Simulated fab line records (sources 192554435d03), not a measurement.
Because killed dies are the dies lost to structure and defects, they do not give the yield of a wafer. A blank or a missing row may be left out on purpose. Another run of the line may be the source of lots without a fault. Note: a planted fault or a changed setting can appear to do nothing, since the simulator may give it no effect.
A struck lot beside a sound one -- flow n5_finfet -- 15 steps out of a route of 1938
Sound: the wafers L607.2, L607.4, L607.5. Wafers L618.1, L618.2, L618.3 were the ones struck. At the end, the cause is stated.
Order at every step that has rows: each side's tool, ch and its chambers, its first start. Under that, the readings that differ: sound wafers -- struck wafers -- difference of the means -- sigmas: that difference in standard deviations of wafers without a fault.
alike: readings whose means differ by less than 2 such deviations, and words and numbers that are the same on both sides. not compared: withheld readings, readings that some wafer has no value for, bounds like >300 that may hide the same value, and numbers for which the record gives no deviation and whose values overlap.
A row with sigmas, a row that says differs or no value, or rows on one side alone: a step with any of these is where the two part. Numbers that don't overlap but have no deviation are shown without sigmas and don't part them. Lack of a reading on every wafer of one side parts them only where that side has two or more wafers.

first, 1 step without rows for these wafers: N5_BEOL_M11_CURE_72 (cures SiCOH lowk, time 120 s).
N5_BEOL_M11_DEGAS_44: time 60 s.
  sound: pvd_sputter-01 at day 11 22:20; struck: pvd_sputter-02 at day 14 06:52
  alike: heater_power_w
then, 2 steps without rows for these wafers: N5_BEOL_M11_PRE_CLEAN_45 (time 30 s); N5_BEOL_M11_ALD_74 (deposits TaN, target thk 2 nm, pulse time 2 s, purge time 3 s).
N5_BEOL_M11_SURFACE_TREAT_76:
  sound: pvd_sputter-01 at day 11 22:58; struck: pvd_sputter-01 at day 14 07:15
  not compared: throttle_valve_pct
then, 1 step without rows for these wafers: N5_BEOL_M11_CVD_75 (deposits Co from CCTBA/H2, target thk 2 nm, time 138.9 s).
N5_BEOL_M11_SPUTTER_48: material Cu, target thk 12 nm, time 2 s.
  sound: pvd_sputter-01 at day 11 23:20; struck: pvd_sputter-03 at day 14 07:31
  alike: cathode_dc_power_W, substrate_temp_c, throttle_valve_pct
then, 1 step without rows for these wafers: N5_BEOL_M11_ECD_50 (material Cu, target thk 318 nm).
N5_BEOL_M11_ANNEAL_51: time 90 s.
  sound on rtp_anneal-01 ch 0, day 11 23:39; struck on rtp_anneal-02 ch 0, day 14 08:01
  alike: wafer_temp_C_max
N5_BEOL_M11_CMP_52: polishes, stops on SiCOH lowk, t overpolish 7 s, target thk 140 nm.
  sound on cmp-04 ch 0,2, day 12 00:11; struck on cmp-01 ch 1,2,3, day 14 08:21
reading,sound,struck,difference,sigmas
retaining_ring_pressure_frac,1.011 0.999 1.001,0.983 1.001 0.996,-0.010,-2
  alike: barrier_field_endpoint_s, clearing_platen_down_force_psi, motor_current_A, overpolish_run_s, platen_rpm, time_to_endpoint_s
N5_BEOL_M11_THK_MEAS_53: measures by xrf.
  sound: film_metro-02 at day 12 00:26; struck: film_metro-02 at day 14 08:36
  alike: M11_THK
then, 1 step without rows for these wafers: N5_BEOL_M11_PRE_CLEAN_55 (time 15 s).
N5_BEOL_M11_DEP_56: deposits SiCN from 3MS/NH3, target thk 30 nm, time 10.5 s.
  sound on pecvd-04 ch 0,1,2, day 12 00:30; struck on pecvd-03 ch 0,1,2, day 14 08:53
  alike: rf_fwd_power_W, showerhead_plenum_p_Torr, throttle_valve_pct
N5_BEOL_M11_RS_MEAS_57: the measuring method here is four-point-probe.
  sound: film_metro-02 at day 12 00:34; struck: film_metro-02 at day 14 08:58
  alike: M11_RS
N5_PASSIVATION_PROBE_49:
  sound: prober-02 at day 13 15:37; struck: prober-02 at day 16 02:45
  alike: defect_limited_yield, killed_at_M0_to_M3, killed_at_M4_up, killed_at_contacts, killed_at_front_end, killed_at_other, killed_dies, killed_open, killed_short, sort_bin_5_function, sort_bin_6_memory, sort_bin_8_speed, sort_n_pass, sort_yield_pct

## WHERE THEY PART
Only at N5_BEOL_M11_CMP_52, within this record. Later steps at which nothing parts them and some readings are alike: N5_BEOL_M11_THK_MEAS_53, N5_BEOL_M11_DEP_56, N5_BEOL_M11_RS_MEAS_57, N5_PASSIVATION_PROBE_49.

WHY: whatever the simulator had introduced
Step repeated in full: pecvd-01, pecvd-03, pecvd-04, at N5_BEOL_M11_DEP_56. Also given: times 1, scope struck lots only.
